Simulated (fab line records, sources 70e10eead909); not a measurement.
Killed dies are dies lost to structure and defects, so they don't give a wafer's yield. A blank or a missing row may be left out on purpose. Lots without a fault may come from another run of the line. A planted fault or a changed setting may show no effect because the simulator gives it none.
A struck lot beside a sound one | flow nand_harc | 27 steps out of a route of 1302
Sound: wafers L355.1, L355.4, L355.5. Struck: wafers L368.1, L368.4, L368.5. The cause comes at the end.
At each step with rows: each side's tool, then ch and its chambers, then its first start. Under that, the readings that differ: sound wafers | struck wafers | difference of the means | sigmas: that difference in standard deviations of wafers without a fault.
alike: readings whose means differ by less than 2 such deviations, and words and numbers that are the same on both sides. not compared: withheld readings, readings that some wafer has no value for, bounds like >300 that may hide the same value, and numbers for which the record gives no deviation and whose values overlap.
The two part at a step that has a row with sigmas, a row that says differs or no value, or rows on one side only. Numbers that don't overlap but have no deviation are shown without sigmas and don't part them. A reading that every wafer of one side lacks parts them only if that side has two wafers or more.

first, 6 steps without rows for these wafers: NHARC_A_ONON_D2_DEP_03 (target thk 1000 nm); NHARC_A_ONON_D2_DEP_06 (target thk 1000 nm); NHARC_A_ONON_D2_DEP_09 (target thk 1000 nm); NHARC_A_ONON_D2_DEP_12 (target thk 1000 nm); NHARC_A_ONON_D2_ANNEAL_15 (time 3600 s); NHARC_A_ONON_D2_DEP_16 (target thk 1000 nm).
NHARC_A_ONON_D2_DEP_19: target thk 1000 nm.
  sound on pecvd_onon-01 ch 0, day 14 12:49; struck on pecvd_onon-04 ch 0, day 19 22:59
then, 19 steps without rows for these wafers: NHARC_A_ONON_D2_DEP_22 (target thk 1000 nm); NHARC_A_ONON_D2_DEP_25 (target thk 1000 nm); NHARC_A_ONON_D2_DEP_28 (target thk 1000 nm); NHARC_A_ONON_D2_DEP_33 (deposits SiO2, target thk 200 nm); NHARC_A_CHANNEL_HOLE_D2_DEP_00 (deposits aC, target thk 3100 nm); NHARC_A_CHANNEL_HOLE_D2_DEP_01 (deposits SiON, target thk 140 nm); NHARC_A_CHANNEL_HOLE_D2_DEHYDRATE_02 (time 120 s); NHARC_A_CHANNEL_HOLE_D2_HMDS_03 (time 30 s); NHARC_A_CHANNEL_HOLE_D2_COAT_36 (time 75 s); NHARC_A_CHANNEL_HOLE_D2_COAT_37 (time 65 s); NHARC_A_CHANNEL_HOLE_D2_COAT_04 (resist thk 90 nm); NHARC_A_CHANNEL_HOLE_D2_SOFTBAKE_05 (time 55 s); NHARC_A_CHANNEL_HOLE_D2_EBR_06; NHARC_A_CHANNEL_HOLE_D2_EXPOSE_07 (exposes mask HOLE D2, target cd 100 nm); NHARC_A_CHANNEL_HOLE_D2_PEB_08 (peb time 65 s); NHARC_A_CHANNEL_HOLE_D2_DEVELOP_09 (develop time 35 s); NHARC_A_CHANNEL_HOLE_D2_DESCUM_15 (chemistry O2, time 3 s); NHARC_A_CHANNEL_HOLE_D2_ETCH_38 (etches the open film in CF4, target depth 39 nm, time 65 s); NHARC_A_CHANNEL_HOLE_D2_ETCH_39 (etches the open film in N2/H2, target depth 260 nm, time 325 s).
-- the record jumps here: 12 days lie between the struck wafers' starts before and after (it left off in module A_CHANNEL_HOLE_D2 and takes up again in module END, whose first step shown is number 1302 of the route) --
NHARC_END_SORT_01:
  the record has rows for the struck wafers here (prober-01 ch 0, day 31 20:19) and none for the sound ones

WHERE THEY PART
Only at NHARC_END_SORT_01, within this record.

WHY: what the simulator had put in
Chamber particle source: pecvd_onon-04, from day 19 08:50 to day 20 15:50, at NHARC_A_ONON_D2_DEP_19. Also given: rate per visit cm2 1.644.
